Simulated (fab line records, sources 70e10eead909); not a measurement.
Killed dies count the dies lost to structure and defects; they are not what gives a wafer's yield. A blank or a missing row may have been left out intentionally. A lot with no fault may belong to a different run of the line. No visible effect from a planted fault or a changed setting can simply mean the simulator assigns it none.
Struck lot and sound lot, side by side || flow nandHarc || 15 out of 1159 route steps
Sound: these wafers, L614.2, L614.4, L614.6. The struck wafers were L625.4, L625.5, L625.6. The cause is given at the end.
At each step with rows: each side's tool, then ch and its chambers, then its first start. Under that, the readings that differ: sound wafers || struck wafers || difference of the means || sigmas: that difference in standard deviations of wafers without a fault.
alike: readings whose means differ by less than 2 such deviations, and words and numbers that are the same on both sides. not compared: withheld readings, readings that some wafer has no value for, bounds like >300 that may hide the same value, and numbers for which the record gives no deviation and whose values overlap.
Wherever a step has rows on one side only, a row that says differs or no value, or a row with sigmas, the two part there. When numbers do not overlap yet have no deviation, they are printed without sigmas and do not part them. A reading missing from all wafers of one side parts the sides only when that side holds two or more wafers.

NHARC_P_ZERO_WELL_DESCUM_54: chemistry O2, time 3 s.
  sound on rieDiel-05 ch 0,1,2, day 3 05:52; struck on rieDiel-07 ch 1,2,3, day 5 23:47
  alike: drypumpMotorCurrentA, oesProductAu, rfVppV, showerheadPlenumPTorr, throttleValvePct
  not compared: rfHoursCounterH
then, 5 steps without rows for these wafers: NHARC_P_ZERO_WELL_IMPLANT_55; NHARC_P_ZERO_WELL_IMPLANT_61; NHARC_P_ZERO_WELL_STRIP_56 (strips in SPM, time 840 s); NHARC_P_ZERO_WELL_PRECLEAN_68 (cleans in SC1, time 60 s); NHARC_P_ZERO_WELL_SRD_69.
NHARC_P_ZERO_WELL_RTA_42: time 300 s.
  sound on rtpAnneal-01 ch 0, day 3 06:58; struck on rtpAnneal-01 ch 0, day 6 01:04
  alike: lampPowerPct, wafer_temp_C_max
NHARC_P_ZERO_WELL_INSPECT_43:
  sound on defectInspect-02 at day 3 07:33; struck on defectInspect-01 at day 6 01:26
  alike: rawDefectCount
then, 4 steps without rows for these wafers: NHARC_P_STI_ETCH_26 (etches SiO2 in dHF, target depth 11 nm); NHARC_P_STI_PRECLEAN_27 (cleans in SC1); NHARC_P_STI_SRD_28; NHARC_P_STI_OXIDE_29 (material SiO2, target thk 10 nm, ox time 1362 s).
NHARC_P_STI_HM_DEP_30: deposits Si3N4, target thk 80 nm, time 873 s.
  sound on lpcvd-01 ch 1, day 3 22:09; struck on lpcvd-01 ch 1, day 6 20:25
  alike: susceptorTempC, zonePowerCentrePct
then, 1 step without rows for these wafers: NHARC_P_STI_DEHYDRATE_01 (time 120 s).
-- record jumps: 17 days between struck wafers' starts before vs after; left off in module P_STI, resumes in module END, first step shown is number 1159 of the route --
NHARC_END_SORT_01:
  only the struck wafers appear in the record here, on prober-02 ch 0 at day 23 08:35; the sound ones have no rows

## WHERE THEY PART
Only at NHARC_END_SORT_01, within this record.

WHY: the cause the simulator had injected
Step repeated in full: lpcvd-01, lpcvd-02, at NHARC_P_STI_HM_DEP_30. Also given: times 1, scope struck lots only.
